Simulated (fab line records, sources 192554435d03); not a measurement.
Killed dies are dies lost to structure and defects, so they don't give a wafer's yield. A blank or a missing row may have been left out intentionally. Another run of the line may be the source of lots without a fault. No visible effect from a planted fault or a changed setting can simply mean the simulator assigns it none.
fab line records	flow n5_finfet
record lots=24	wafers=72	last_day=18
route steps=1938 shown BEOL_M4@1084 BEOL_M5@1128
lots with no fault: from the same line, run without faults
start_h: the number of hours between the record's first day and the start of the first shown wafer of the lot	wait_h: hours from the lot's prior step to this one	" same as the row above	L1.1+2: one row covering several wafers at once	- no value present, or no start provided	* or withheld: withheld	< > ~ a bound
route shown NAME@n: names a module that has steps shown in the file, with the first one's number in the route	usual: the fault-free wafers' mean and standard deviation	same: alike in all rows	chamber/n: place in a boat	sites: per-site readings	_std_site: how widely they spread, as a standard deviation	_edge_site: outer sites' mean less inner sites'	radius_mm: how far each site lies from the wafer's centre	mask NAME#n: copy n	behind: the most recent tool/chamber to have shaped the wafer	hold: why the lot went on hold/how many hours it stayed there/how the hold came to an end	device: the n, p or np transistor that did not switch	end of line: at the end of the route, the tests of the same wafers	a step without rows: its recipe alone	killed: dies lost to structure and defects at the first sort, not the wafer's yield	map: the dies of a wafer, with x for killed, . for not killed, _ for no die there
set.NAME: the setting that was run; set.NAME@STEP: the one run at that earlier step	model.NAME: the simulator's own value behind a step, which no gauge read
steps of the route over a sample of lots; a table a step, a row a wafer
services: the hour from which a tool's chamber was out of use, counted from the record's first day as start_h (under 0 if before that day), plus the number of hours and why
## steps
# step N5_BEOL_M4_SPUTTER_48
# recipe material=Cu	target_thk_a=45	temp_c=-20	chamber_pressure_pa=0.07	power_w=withheld	time_s=8.29
# usual throttle_valve_pct=30.4/0.44
lot.wafer	tool	chamber	start_h	wait_h	throttle_valve_pct
L074.1	pvd_sputter-01	-	161.73	0.1	30.4
L074.2	"	-	"	"	30.6
L074.5	"	-	"	"	30.4
L075.1	pvd_sputter-02	-	168.31	0.4	30.8
L075.2	"	-	"	"	31.0
L075.3	"	-	"	"	30.3
L076.3	pvd_sputter-01	-	180.30	0.1	30.5
L076.4	"	-	"	"	30.3
L076.6	"	-	"	"	30.2
L077.4	pvd_sputter-02	-	192.78	0.0	30.9
L077.5	"	-	"	"	30.3
L077.6	"	-	"	"	31.0
L079.2	pvd_sputter-03	-	194.21	1.4	30.0
L079.4	"	-	"	"	30.3
L079.6	"	-	"	"	30.6
L080.1	pvd_sputter-03	-	205.38	0.1	30.1
L080.4	"	-	"	"	30.5
L080.5	"	-	"	"	30.1
L078.4	pvd_sputter-01	-	208.31	0.0	30.6
L078.5	"	-	"	"	30.2
L078.6	"	-	"	"	30.8
L081.3	pvd_sputter-01	-	210.15	1.7	29.2
L081.5	"	-	"	"	30.3
L081.6	"	-	"	"	31.0
L082.1	pvd_sputter-03	-	211.83	0.2	30.3
L082.3	"	-	"	"	30.8
L082.5	"	-	"	"	30.6
L085.1	pvd_sputter-03	-	229.12	0.2	30.2
L085.2	"	-	"	"	29.8
L085.3	"	-	"	"	30.6
L084.1	pvd_sputter-01	-	234.91	0.1	30.6
L084.3	"	-	"	"	30.7
L084.6	"	-	"	"	30.2
L083.2	pvd_sputter-03	-	237.39	0.1	30.2
L083.5	"	-	"	"	29.9
L083.6	"	-	"	"	30.1
L087.2	pvd_sputter-02	-	243.55	1.5	30.9
L087.3	"	-	"	"	30.3
L087.6	"	-	"	"	30.6
L086.3	pvd_sputter-01	-	245.11	0.2	30.3
L086.4	"	-	"	"	30.5
L086.5	"	-	"	"	30.2
L088.2	pvd_sputter-01	-	255.59	1.6	30.3
L088.4	"	-	"	"	29.7
L088.6	"	-	"	"	29.4
L090.1	pvd_sputter-02	-	259.31	0.1	30.9
L090.2	"	-	"	"	30.4
L090.6	"	-	"	"	31.2
L091.1	pvd_sputter-03	-	269.05	0.1	30.0
L091.4	"	-	"	"	29.7
L091.6	"	-	"	"	30.5
L089.2	pvd_sputter-01	-	276.29	0.2	30.5
L089.3	"	-	"	"	30.3
L089.6	"	-	"	"	30.3
L092.3	pvd_sputter-01	-	279.77	0.1	30.4
L092.4	"	-	"	"	30.5
L092.6	"	-	"	"	30.3
L093.1	pvd_sputter-01	-	282.90	0.1	30.8
L093.3	"	-	"	"	30.3
L093.4	"	-	"	"	29.5
L094.1	pvd_sputter-02	-	287.82	1.3	30.5
L094.5	"	-	"	"	30.6
L094.6	"	-	"	"	30.3
L095.2	pvd_sputter-02	-	295.30	0.3	30.3
L095.5	"	-	"	"	30.7
L095.6	"	-	"	"	30.9
L096.1	pvd_sputter-02	-	307.44	0.1	30.8
L096.2	"	-	"	"	30.3
L096.3	"	-	"	"	30.5
L097.1	pvd_sputter-01	-	313.86	1.1	30.3
L097.2	"	-	"	"	30.4
L097.4	"	-	"	"	29.3
# step N5_BEOL_M4_ANNEAL_89
# recipe temp_c=400	time_s=240	ambient=vacuum
# usual heater_power_w=832/110
lot.wafer	tool	chamber	start_h	wait_h	heater_power_w
L074.1	pvd_sputter-01	-	162.69	0.0	624
L074.2	"	-	"	"	889
L074.5	"	-	"	"	636
L075.1	pvd_sputter-02	-	169.27	0.0	924
L075.2	"	-	"	"	873
L075.3	"	-	"	"	738
L076.3	pvd_sputter-01	-	181.26	0.0	847
L076.4	"	-	"	"	603
L076.6	"	-	"	"	867
L077.4	pvd_sputter-02	-	193.74	0.0	955
L077.5	"	-	"	"	758
L077.6	"	-	"	"	917
L079.2	pvd_sputter-03	-	199.65	0.0	748
L079.4	"	-	"	"	903
L079.6	"	-	"	"	895
L080.1	pvd_sputter-03	-	206.34	0.0	856
L080.4	"	-	"	"	926
L080.5	"	-	"	"	842
L078.4	pvd_sputter-01	-	209.27	0.0	860
L078.5	"	-	"	"	616
L078.6	"	-	"	"	963
L081.3	pvd_sputter-01	-	211.11	0.0	871
L081.5	"	-	"	"	617
L081.6	"	-	"	"	946
L082.1	pvd_sputter-03	-	212.79	0.0	755
L082.3	"	-	"	"	917
L082.5	"	-	"	"	911
L085.1	pvd_sputter-03	-	230.08	0.0	752
L085.2	"	-	"	"	860
L085.3	"	-	"	"	918
L084.1	pvd_sputter-01	-	235.87	0.0	853
L084.3	"	-	"	"	931
L084.6	"	-	"	"	601
L083.2	pvd_sputter-03	-	238.35	0.0	748
L083.5	"	-	"	"	831
L083.6	"	-	"	"	941
L087.2	pvd_sputter-02	-	244.51	0.0	896
L087.3	"	-	"	"	722
L087.6	"	-	"	"	942
L086.3	pvd_sputter-01	-	246.07	0.0	616
L086.4	"	-	"	"	871
L086.5	"	-	"	"	618
L088.2	pvd_sputter-01	-	256.55	0.0	617
L088.4	"	-	"	"	864
L088.6	"	-	"	"	885
L090.1	pvd_sputter-02	-	260.27	0.0	950
L090.2	"	-	"	"	760
L090.6	"	-	"	"	869
L091.1	pvd_sputter-03	-	270.01	0.0	757
L091.4	"	-	"	"	860
L091.6	"	-	"	"	909
L089.2	pvd_sputter-01	-	277.25	0.0	863
L089.3	"	-	"	"	623
L089.6	"	-	"	"	612
L092.3	pvd_sputter-01	-	280.73	0.0	616
L092.4	"	-	"	"	855
L092.6	"	-	"	"	624
L093.1	pvd_sputter-01	-	283.86	0.0	941
L093.3	"	-	"	"	858
L093.4	"	-	"	"	864
L094.1	pvd_sputter-02	-	288.78	0.0	760
L094.5	"	-	"	"	951
L094.6	"	-	"	"	771
L095.2	pvd_sputter-02	-	296.26	0.0	773
L095.5	"	-	"	"	750
L095.6	"	-	"	"	876
L096.1	pvd_sputter-02	-	308.40	0.0	931
L096.2	"	-	"	"	759
L096.3	"	-	"	"	722
L097.1	pvd_sputter-01	-	314.82	0.0	620
L097.2	"	-	"	"	867
L097.4	"	-	"	"	858
# step N5_BEOL_M4_DEP_57
# recipe material=SiCN	target_thk_a=80	temp_c=withheld	precursor=3MS/NH3	pressure_torr=3	rf_w=202	time_s=14
# usual showerhead_plenum_p_Torr=3.667/0.012	throttle_valve_pct=9.0/0.52
lot.wafer	tool	chamber	start_h	wait_h	showerhead_plenum_p_Torr	throttle_valve_pct
L074.1	pecvd-03	2	164.47	0.0	3.667	8.2
L074.2	"	1	"	"	3.680	9.1
L074.5	"	1	"	"	3.683	8.9
L075.1	pecvd-04	1	171.05	0.0	3.670	8.6
L075.2	"	2	"	"	3.673	8.5
L075.3	"	0	"	"	3.669	9.9
L076.3	pecvd-03	1	183.06	0.0	3.693	8.9
L076.4	"	2	"	"	3.665	8.3
L076.6	"	1	"	"	3.685	9.1
L077.4	pecvd-01	1	195.54	0.0	3.654	8.9
L077.5	"	2	"	"	3.683	9.1
L077.6	"	0	"	"	3.653	9.8
L079.2	pecvd-04	2	201.48	0.0	3.663	8.6
L079.4	"	2	"	"	3.681	8.6
L079.6	"	0	"	"	3.656	9.9
L080.1	pecvd-01	2	208.13	0.0	3.663	8.6
L080.4	"	0	"	"	3.658	10.0
L080.5	"	1	"	"	3.658	8.8
L078.4	pecvd-04	1	211.06	0.0	3.663	8.6
L078.5	"	2	"	"	3.675	8.6
L078.6	"	0	"	"	3.668	9.8
L081.3	pecvd-04	1	212.89	0.0	3.673	8.7
L081.5	"	0	"	"	3.658	9.7
L081.6	"	2	"	"	3.669	8.3
L082.1	pecvd-01	1	214.58	0.0	3.637	8.7
L082.3	"	0	"	"	3.656	9.8
L082.5	"	0	"	"	3.655	9.6
L085.1	pecvd-04	2	231.86	0.0	3.680	8.5
L085.2	"	0	"	"	3.660	9.8
L085.3	"	1	"	"	3.674	8.6
L084.1	pecvd-03	2	237.65	0.0	3.668	8.1
L084.3	"	0	"	"	3.687	8.8
L084.6	"	1	"	"	3.687	9.0
L083.2	pecvd-04	1	240.13	0.0	3.676	8.5
L083.5	"	2	"	"	3.667	8.4
L083.6	"	1	"	"	3.667	8.7
L087.2	pecvd-04	2	246.33	0.0	3.665	8.4
L087.3	"	0	"	"	3.661	9.9
L087.6	"	2	"	"	3.677	8.3
L086.3	pecvd-01	1	247.88	0.0	3.643	8.8
L086.4	"	0	"	"	3.660	9.7
L086.5	"	1	"	"	3.650	8.8
L088.2	pecvd-03	1	258.41	0.0	3.681	9.2
L088.4	"	1	"	"	3.685	9.0
L088.6	"	1	"	"	3.678	9.2
L090.1	pecvd-03	0	262.06	0.0	3.685	9.0
L090.2	"	1	"	"	3.679	8.9
L090.6	"	1	"	"	3.687	9.1
L091.1	pecvd-03	1	271.80	0.0	3.682	9.0
L091.4	"	2	"	"	3.670	8.4
L091.6	"	0	"	"	3.675	8.7
L089.2	pecvd-01	0	279.13	0.0	3.654	9.6
L089.3	"	2	"	"	3.687	9.2
L089.6	"	2	"	"	3.676	8.6
L092.3	pecvd-01	0	282.57	0.0	3.648	10.1
L092.4	"	2	"	"	3.688	9.1
L092.6	"	0	"	"	3.658	9.6
L093.1	pecvd-01	1	285.64	0.0	3.649	8.7
L093.3	"	2	"	"	3.678	9.0
L093.4	"	0	"	"	3.653	9.8
L094.1	pecvd-01	1	290.56	0.0	3.652	8.8
L094.5	"	2	"	"	3.670	9.1
L094.6	"	0	"	"	3.656	9.7
L095.2	pecvd-04	1	298.07	0.0	3.664	8.8
L095.5	"	2	"	"	3.664	8.7
L095.6	"	1	"	"	3.674	8.7
L096.1	pecvd-01	1	310.24	0.0	3.642	8.7
L096.2	"	2	"	"	3.682	9.1
L096.3	"	0	"	"	3.659	9.8
L097.1	pecvd-04	0	316.60	0.0	3.669	10.0
L097.2	"	2	"	"	3.671	8.8
L097.4	"	0	"	"	3.668	9.7
# step N5_BEOL_M5_INSPECT_13
# recipe mode=adi	inspect_instrument=brightfield
# usual raw_defect_count=432/100
lot.wafer	tool	chamber	start_h	wait_h	raw_defect_count
L074.1	defect_inspect-01	-	167.70	0.1	333
L074.2	"	-	"	"	337
L074.5	"	-	"	"	354
L075.1	defect_inspect-02	-	176.34	0.1	486
L075.2	"	-	"	"	487
L075.3	"	-	"	"	491
L076.3	defect_inspect-02	-	185.86	0.0	550
L076.4	"	-	"	"	472
L076.6	"	-	"	"	426
L077.4	defect_inspect-01	-	198.09	0.0	467
L077.5	"	-	"	"	349
L077.6	"	-	"	"	427
L079.2	defect_inspect-01	-	204.90	0.0	417
L079.4	"	-	"	"	488
L079.6	"	-	"	"	534
L080.1	defect_inspect-01	-	211.41	0.1	353
L080.4	"	-	"	"	239
L080.5	"	-	"	"	348
L078.4	defect_inspect-02	-	214.15	0.0	553
L078.5	"	-	"	"	497
L078.6	"	-	"	"	447
L081.3	defect_inspect-02	-	216.30	0.0	521
L081.5	"	-	"	"	451
L081.6	"	-	"	"	474
L082.1	defect_inspect-02	-	217.31	0.1	509
L082.3	"	-	"	"	367
L082.5	"	-	"	"	339
L085.1	defect_inspect-01	-	234.37	0.1	319
L085.2	"	-	"	"	384
L085.3	"	-	"	"	393
L084.1	defect_inspect-01	-	241.16	0.1	425
L084.3	"	-	"	"	494
L084.6	"	-	"	"	335
L083.2	defect_inspect-02	-	244.23	0.0	319
L083.5	"	-	"	"	337
L083.6	"	-	"	"	365
L087.2	defect_inspect-01	-	249.33	0.0	283
L087.3	"	-	"	"	254
L087.6	"	-	"	"	320
L086.3	defect_inspect-01	-	252.86	0.0	582
L086.4	"	-	"	"	493
L086.5	"	-	"	"	365
L088.2	defect_inspect-01	-	262.51	0.0	451
L088.4	"	-	"	"	336
L088.6	"	-	"	"	402
L090.1	defect_inspect-02	-	265.48	0.1	456
L090.2	"	-	"	"	564
L090.6	"	-	"	"	411
L091.1	defect_inspect-02	-	274.69	0.1	515
L091.4	"	-	"	"	419
L091.6	"	-	"	"	515
L089.2	defect_inspect-02	-	282.53	0.0	546
L089.3	"	-	"	"	640
L089.6	"	-	"	"	546
L092.3	defect_inspect-02	-	285.71	0.0	423
L092.4	"	-	"	"	532
L092.6	"	-	"	"	525
L093.1	defect_inspect-01	-	290.06	0.1	307
L093.3	"	-	"	"	448
L093.4	"	-	"	"	569
L094.1	defect_inspect-01	-	293.72	0.1	616
L094.5	"	-	"	"	702
L094.6	"	-	"	"	493
L095.2	defect_inspect-01	-	303.02	0.0	385
L095.5	"	-	"	"	395
L095.6	"	-	"	"	503
L096.1	defect_inspect-01	-	312.76	0.1	361
L096.2	"	-	"	"	459
L096.3	"	-	"	"	446
L097.1	defect_inspect-01	-	319.84	0.1	350
L097.2	"	-	"	"	297
L097.4	"	-	"	"	376
# step N5_BEOL_M5_STRIP_64
# recipe chemistry=CF4	resist=SiARC	power_w=300	bias_power_w=75	pressure_mtorr=50	cf4_flow_sccm=150	rf_frequency_hz=6e+07
# usual cf4_flow_sccm=150.1/0.42	drypump_motor_current_A=5.8/0.35	oes_product_au=0.79/0.08	rf_vpp_V=271.4/1.3	showerhead_plenum_p_Torr=1.80/0.043	throttle_valve_pct=13.6/0.32
lot.wafer	tool	chamber	start_h	wait_h	cf4_flow_sccm	drypump_motor_current_A	oes_product_au	rf_hours_counter_h	rf_vpp_V	showerhead_plenum_p_Torr	throttle_valve_pct
L074.1	rie_diel-04	0	168.01	0.0	149.5	6.3	0.66	249	271.8	1.77	14.1
L074.2	"	3	"	"	149.6	5.4	0.79	111	272.2	1.81	13.5
L074.5	"	2	"	"	149.9	5.6	0.82	-	269.4	1.74	13.5
L075.1	rie_diel-04	3	176.58	0.0	150.1	5.5	0.78	114	272.3	1.81	13.5
L075.2	"	1	"	"	149.7	5.5	0.68	216	272.1	1.85	13.7
L075.3	"	2	"	"	149.3	5.6	0.82	98	270.0	1.74	13.5
L076.3	rie_diel-03	3	186.12	0.0	150.2	6.3	0.75	157	271.8	1.87	13.6
L076.4	"	2	"	"	150.0	6.3	0.91	18	270.1	1.77	13.3
L076.6	"	2	"	"	150.3	6.3	0.91	-	271.6	1.77	13.3
L077.4	rie_diel-06	0	198.33	0.0	150.7	5.7	0.69	234	270.6	1.84	13.7
L077.5	"	1	"	"	150.1	5.9	0.70	-	270.9	1.77	14.1
L077.6	"	2	"	"	149.7	5.2	0.81	-	271.9	1.82	13.8
L079.2	rie_diel-03	2	206.34	0.0	150.3	6.3	0.89	24	270.1	1.77	13.3
L079.4	"	0	"	"	149.8	5.6	0.86	55	270.4	1.74	13.0
L079.6	"	2	"	"	150.1	6.3	0.89	-	271.2	1.77	13.3
L080.1	rie_diel-06	3	211.65	0.0	149.3	5.8	0.89	16	271.4	1.83	13.1
L080.4	"	1	"	"	149.9	5.9	0.69	227	268.3	1.77	14.1
L080.5	"	2	"	"	150.0	5.2	0.81	-	272.7	1.82	13.8
L078.4	rie_diel-04	2	214.40	0.0	149.8	5.6	0.79	-	269.7	1.73	13.5
L078.5	"	1	"	"	149.8	5.6	0.67	-	273.2	1.84	13.7
L078.6	"	0	"	"	150.1	6.3	0.91	-	270.9	1.77	13.6
L081.3	rie_diel-06	2	216.79	0.0	149.2	5.2	0.82	90	271.2	1.82	13.8
L081.5	"	3	"	"	150.1	5.8	0.88	-	273.3	1.83	13.1
L081.6	"	0	"	"	149.0	5.8	0.68	-	273.6	1.84	13.7
L082.1	rie_diel-03	2	217.55	0.0	151.2	6.3	0.89	27	272.6	1.77	13.3
L082.3	"	0	"	"	150.7	5.6	0.86	58	270.5	1.74	13.0
L082.5	"	1	"	"	150.6	6.1	0.74	-	273.0	1.86	14.0
L085.1	rie_diel-06	3	234.97	0.0	149.9	5.8	0.87	24	271.6	1.83	13.1
L085.2	"	2	"	"	150.1	5.2	0.79	95	272.0	1.82	13.8
L085.3	"	1	"	"	150.1	5.9	0.69	234	269.7	1.77	14.1
L084.1	rie_diel-03	3	241.40	0.0	150.0	6.3	0.74	174	271.4	1.87	13.6
L084.3	"	1	"	"	149.8	6.1	0.73	185	272.9	1.86	14.0
L084.6	"	1	"	"	150.0	6.1	0.73	-	272.3	1.86	14.0
L083.2	rie_diel-03	2	244.47	0.0	149.5	6.3	0.87	36	269.5	1.76	13.3
L083.5	"	2	"	"	150.0	6.3	0.88	-	271.9	1.76	13.3
L083.6	"	3	"	"	150.0	6.3	0.74	-	270.8	1.86	13.6
L087.2	rie_diel-03	0	249.57	0.0	149.6	5.6	0.85	68	270.6	1.74	13.0
L087.3	"	2	"	"	150.3	6.3	0.87	38	269.9	1.76	13.3
L087.6	"	1	"	"	150.4	6.1	0.73	-	272.6	1.86	14.0
L086.3	rie_diel-06	3	253.23	0.0	149.4	5.8	0.86	29	272.8	1.83	13.1
L086.4	"	1	"	"	150.6	5.9	0.69	238	270.1	1.77	14.1
L086.5	"	3	"	"	149.6	5.8	0.86	-	271.2	1.83	13.1
L088.2	rie_diel-03	0	262.78	0.0	150.1	5.6	0.83	72	271.2	1.74	13.0
L088.4	"	3	"	"	150.9	6.3	0.73	180	272.3	1.86	13.7
L088.6	"	1	"	"	150.2	6.1	0.73	-	270.7	1.86	14.0
L090.1	rie_diel-06	3	266.17	0.0	149.8	5.8	0.85	34	271.7	1.83	13.2
L090.2	"	2	"	"	149.6	5.2	0.79	104	272.6	1.82	13.8
L090.6	"	1	"	"	150.1	5.9	0.69	-	270.2	1.76	14.1
L091.1	rie_diel-06	1	274.93	0.0	149.8	5.9	0.68	246	270.4	1.76	14.1
L091.4	"	0	"	"	150.4	5.7	0.94	2	271.3	1.83	13.2
L091.6	"	0	"	"	150.4	5.7	0.93	-	271.4	1.83	13.2
L089.2	rie_diel-04	1	282.77	0.0	151.0	5.5	0.66	251	269.7	1.84	13.8
L089.3	"	0	"	"	150.5	6.3	0.87	28	269.6	1.76	13.6
L089.6	"	0	"	"	150.7	6.3	0.88	-	269.4	1.76	13.6
L092.3	rie_diel-04	2	286.25	0.0	150.1	5.6	0.77	136	270.8	1.73	13.6
L092.4	"	3	"	"	150.1	5.4	0.76	-	270.7	1.80	13.6
L092.6	"	1	"	"	149.9	5.6	0.65	-	270.7	1.84	13.8
L093.1	rie_diel-03	0	290.30	0.0	150.4	5.6	0.83	79	269.3	1.74	13.1
L093.3	"	2	"	"	150.3	6.3	0.85	51	270.5	1.76	13.4
L093.4	"	1	"	"	149.4	6.1	0.72	202	271.5	1.86	14.1
L094.1	rie_diel-04	3	293.96	0.0	149.8	5.4	0.75	148	271.1	1.80	13.6
L094.5	"	3	"	"	149.4	5.5	0.75	-	272.2	1.80	13.6
L094.6	"	1	"	"	150.2	5.5	0.66	-	271.6	1.83	13.8
L095.2	rie_diel-06	3	303.53	0.0	150.7	5.8	0.84	43	272.8	1.83	13.2
L095.5	"	2	"	"	150.8	5.2	0.77	-	271.5	1.81	13.9
L095.6	"	3	"	"	150.8	5.8	0.84	-	271.5	1.83	13.2
L096.1	rie_diel-04	3	313.01	0.0	149.9	5.5	0.75	156	272.6	1.80	13.6
L096.2	"	0	"	"	150.0	6.3	0.85	37	270.6	1.76	13.6
L096.3	"	2	"	"	149.7	5.6	0.77	143	267.8	1.73	13.6
L097.1	rie_diel-06	2	320.17	0.0	150.2	5.2	0.77	125	272.6	1.81	13.9
L097.2	"	0	"	"	150.3	5.7	0.87	21	272.8	1.83	13.2
L097.4	"	3	"	"	150.1	5.8	0.83	49	270.5	1.82	13.2
# step N5_BEOL_M5_INSPECT_30
# recipe mode=adi	inspect_instrument=brightfield
# usual raw_defect_count=436/100
lot.wafer	tool	chamber	start_h	wait_h	raw_defect_count
L074.1	defect_inspect-01	-	169.32	0.1	311
L074.2	"	-	"	"	352
L074.5	"	-	"	"	337
L075.1	defect_inspect-02	-	178.97	0.1	475
L075.2	"	-	"	"	463
L075.3	"	-	"	"	471
L076.3	defect_inspect-02	-	189.34	0.0	520
L076.4	"	-	"	"	451
L076.6	"	-	"	"	440
L077.4	defect_inspect-02	-	199.58	0.0	523
L077.5	"	-	"	"	381
L077.6	"	-	"	"	445
L079.2	defect_inspect-02	-	207.07	0.0	436
L079.4	"	-	"	"	531
L079.6	"	-	"	"	559
L080.1	defect_inspect-02	-	212.39	0.1	366
L080.4	"	-	"	"	262
L080.5	"	-	"	"	370
L078.4	defect_inspect-02	-	215.01	0.0	606
L078.5	"	-	"	"	494
L078.6	"	-	"	"	460
L081.3	defect_inspect-02	-	220.41	0.0	524
L081.5	"	-	"	"	484
L081.6	"	-	"	"	457
L082.1	defect_inspect-01	-	220.45	0.1	475
L082.3	"	-	"	"	338
L082.5	"	-	"	"	308
L085.1	defect_inspect-01	-	236.48	0.1	325
L085.2	"	-	"	"	383
L085.3	"	-	"	"	401
L084.1	defect_inspect-01	-	243.47	0.1	418
L084.3	"	-	"	"	484
L084.6	"	-	"	"	338
L083.2	defect_inspect-01	-	246.77	0.0	341
L083.5	"	-	"	"	344
L083.6	"	-	"	"	363
L087.2	defect_inspect-02	-	251.65	0.0	292
L087.3	"	-	"	"	251
L087.6	"	-	"	"	358
L086.3	defect_inspect-01	-	255.62	0.0	578
L086.4	"	-	"	"	476
L086.5	"	-	"	"	343
L088.2	defect_inspect-01	-	264.66	0.0	429
L088.4	"	-	"	"	328
L088.6	"	-	"	"	383
L090.1	defect_inspect-02	-	267.16	0.1	465
L090.2	"	-	"	"	537
L090.6	"	-	"	"	426
L091.1	defect_inspect-02	-	275.92	0.1	511
L091.4	"	-	"	"	426
L091.6	"	-	"	"	500
L089.2	defect_inspect-01	-	284.51	0.0	510
L089.3	"	-	"	"	605
L089.6	"	-	"	"	513
L092.3	defect_inspect-01	-	288.62	0.0	418
L092.4	"	-	"	"	502
L092.6	"	-	"	"	496
L093.1	defect_inspect-02	-	292.21	0.1	332
L093.3	"	-	"	"	486
L093.4	"	-	"	"	588
L094.1	defect_inspect-02	-	296.65	0.1	651
L094.5	"	-	"	"	743
L094.6	"	-	"	"	556
L095.2	defect_inspect-02	-	304.37	0.0	379
L095.5	"	-	"	"	403
L095.6	"	-	"	"	498
L096.1	defect_inspect-02	-	313.99	0.1	395
L096.2	"	-	"	"	498
L096.3	"	-	"	"	490
L097.1	defect_inspect-01	-	322.55	0.1	354
L097.2	"	-	"	"	317
L097.4	"	-	"	"	377
## services
tool	chamber	start_h	hours	kind
rie_diel-06	3	138.00	-	clean
rie_diel-06	3	138.00	-	consumable_replace:focus_ring
rie_diel-06	3	138.00	20.4	scheduled_down
rie_diel-06	3	138.00	20.4	vent_cycle
rie_diel-04	1	139.91	2.5	repair
rie_diel-03	1	140.98	6.8	repair
pvd_sputter-01	-	141.96	1.9	repair
pecvd-01	2	153.56	4.9	repair
pecvd-01	1	155.27	2.1	scheduled_down
rie_diel-04	-	163.06	1.1	repair
rie_diel-04	3	206.29	13.1	repair
pecvd-01	2	244.65	5.5	scheduled_down
rie_diel-06	0	255.87	-	clean
rie_diel-06	0	255.87	-	consumable_replace:focus_ring
rie_diel-06	0	255.87	11.8	scheduled_down
pecvd-01	-	256.49	0.9	repair
rie_diel-03	0	268.67	3.8	repair
rie_diel-04	0	271.49	3.0	repair
rie_diel-04	0	283.51	6.1	repair
rie_diel-04	2	291.59	9.0	repair
rie_diel-04	1	299.71	3.5	repair
rie_diel-04	3	313.50	3.9	repair
pvd_sputter-03	-	316.18	2.9	repair
rie_diel-04	2	319.23	6.4	repair
## key
fault none
